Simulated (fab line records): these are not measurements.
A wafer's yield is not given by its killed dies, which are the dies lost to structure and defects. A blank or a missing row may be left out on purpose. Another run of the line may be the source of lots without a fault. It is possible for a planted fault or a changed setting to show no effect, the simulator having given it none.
One fault seen from 2 desks :: flow nand-harc :: each desk has only its own numbers; what lay behind them comes last

TOOL OWNER'S DESK, pecvd-03
The tool's own readings at NHARC_A_SGD_CUT_DEP_00 (deposits SiNx, target thk 50 nm): means of the sampled wafers that have a number, for each lot that ran on this tool. The brackets show how far a lot's mean lies from the usual mean; more than 4 standard deviations puts the lot out of limits, marked OUT.
Columns: A = heater-power-w at NHARC_A_SGD_CUT_DEP_00, usual 678 W
lot: L245
first seen here: day 19 14:13
A: 697

lot: L251
first seen here: day 22 05:01
A: 713

lot: L252
first seen here: day 22 17:34
A: 742

lot: L253
first seen here: day 23 07:45
A: 692

lot: L262
first seen here: day 26 11:42
A: 769

lot: L268
first seen here: day 29 02:10
A: 568

lot: L267
first seen here: day 29 02:32
A: 661
This desk's finding: nothing out of limits on any of the 7 lots.

AT THE METROLOGY DESK
What the gauges read for every lot (on any tool): the sampled wafers with a number, averaged. The brackets show how far a lot's mean lies from the usual mean; more than 4 standard deviations puts the lot out of limits, marked OUT.
Columns: A = cd-nm at NHARC_THIN_TSV_CD_MEAS_16, usual 1000.5 nm; B = cd-nm at NHARC_THIN_TSV_CD_MEAS_37, usual 5001 nm
lot: L245
first seen here: day 24 05:36
A: 999.8
B: 4999

lot: L246
first seen here: day 25 09:52
A: 1004.5
B: 5007

lot: L247
first seen here: day 25 12:23
A: 1000.9
B: 5000

lot: L260
first seen here: day 29 13:06
A: 1000.0
B: 5001

lot: L258
first seen here: day 29 18:07
A: 1002.1
B: 5000

lot: L262
first seen here: day 30 23:07
A: 999.8
B: 5000

lot: L261
first seen here: day 31 00:02
A: 999.6
B: 5000

lot: L264
first seen here: day 31 18:56
A: 999.8
B: 5002

lot: L263
first seen here: day 32 04:10
A: 1000.4
B: 5005

lot: L265
first seen here: day 32 14:05
A: 999.9
B: 5001

lot: L268
first seen here: day 33 18:49
A: 999.1
B: 4999

lot: L267
first seen here: day 33 22:41
A: 996.8
B: 4999
This desk's finding: nothing out of limits on any of the 12 lots.

TAKEN TOGETHER
The tool owner's desk saw nothing out of limits.
From the metrology desk's view, nothing was out of limits.

WHAT HAD BEEN PUT IN BY THE SIMULATOR
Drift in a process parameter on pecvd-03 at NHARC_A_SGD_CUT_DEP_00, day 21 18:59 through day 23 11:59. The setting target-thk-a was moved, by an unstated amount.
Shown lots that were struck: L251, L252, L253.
